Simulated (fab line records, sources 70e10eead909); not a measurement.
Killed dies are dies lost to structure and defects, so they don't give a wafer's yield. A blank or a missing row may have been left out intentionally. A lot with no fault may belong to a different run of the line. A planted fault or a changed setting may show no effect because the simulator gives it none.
Matching of chambers    flow nandHarc    rieDiel-09 running NHARC_A_STAIRCASE_TRIM_229: 4 sister chambers
The step chemistry O2, time 211.2 s. 20 wafers are shown with their chamber, then 10 later ones without.

## WAFERS WITH THEIR CHAMBER
wafer   chamber  drypumpMotorCurrentA (A)  showerheadPlenumPTorr (Torr)  oesProductAu (a.u.)
L080.1  0        5.6                       3.56                          0.988
L080.2  1        6.2                       3.40                          0.993
L080.5  0        5.7                       3.56                          0.994
L082.1  0        5.6                       3.56                          0.992
L082.4  2        6.5                       3.35                          1.003
L082.6  0        5.7                       3.56                          1.006
L083.1  2        6.5                       3.35                          0.990
L083.2  1        6.2                       3.40                          1.008
L083.5  3        6.6                       3.34                          1.012
L084.2  1        6.2                       3.40                          1.014
L084.3  3        6.6                       3.34                          1.016
L084.5  1        6.2                       3.39                          1.011
L085.1  1        6.2                       3.39                          0.991
L085.5  1        6.2                       3.39                          0.991
L085.6  2        6.5                       3.34                          0.985
L089.1  1        6.2                       3.39                          1.000
L089.2  3        6.6                       3.33                          1.007
L089.5  2        6.5                       3.34                          1.004
L092.1  0        5.6                       3.54                          0.993
L092.2  2        6.5                       3.34                          0.995

SIGNATURES (means of the wafers above)
reading                chamber 0  chamber 1  chamber 2  chamber 3  scatter within a chamber
drypumpMotorCurrentA   5.640      6.200      6.500      6.600      0.0274
showerheadPlenumPTorr  3.5560     3.3943     3.3440     3.3367     0.00651
oesProductAu           0.99460    1.00114    0.99540    1.01167    0.0082
Rule: a wafer lies at a distance from a chamber equal to the root of the sum of squares, over the readings, of (its reading less the chamber's mean, divided by the reading's scatter). The wafer belongs to the nearest chamber; if the next one is less than 2 further off, it can't be placed. How the scatter is found: for the shown wafers, subtract from each reading the mean of its chamber, square and add these, divide the total by (wafers less chambers), then take the root.

## WAFERS MISSING THEIR CHAMBER
wafer   drypumpMotorCurrentA (A)  showerheadPlenumPTorr (Torr)  oesProductAu (a.u.)
L092.4  6.6                       3.32                          1.008
L093.1  6.5                       3.34                          0.991
L093.3  5.6                       3.54                          0.995
L093.4  6.6                       3.32                          1.013
L091.1  6.2                       3.38                          1.008
L091.5  5.6                       3.54                          0.995
L091.6  6.6                       3.32                          1.006
L097.1  6.6                       3.32                          1.004
L097.3  6.5                       3.33                          0.989
L097.5  6.2                       3.38                          0.999

## CHAMBER TAKEN BY EACH
wafer   from the rows above  in truth
L092.4  3                    3
L093.1  2                    2
L093.3  0                    0
L093.4  3                    3
L091.1  1                    1
L091.5  0                    0
L091.6  3                    3
L097.1  3                    3
L097.3  2                    2
L097.5  1                    1
10 of 10 placed correctly. Left unplaced by these rows: 0. Placed wrongly: 0.
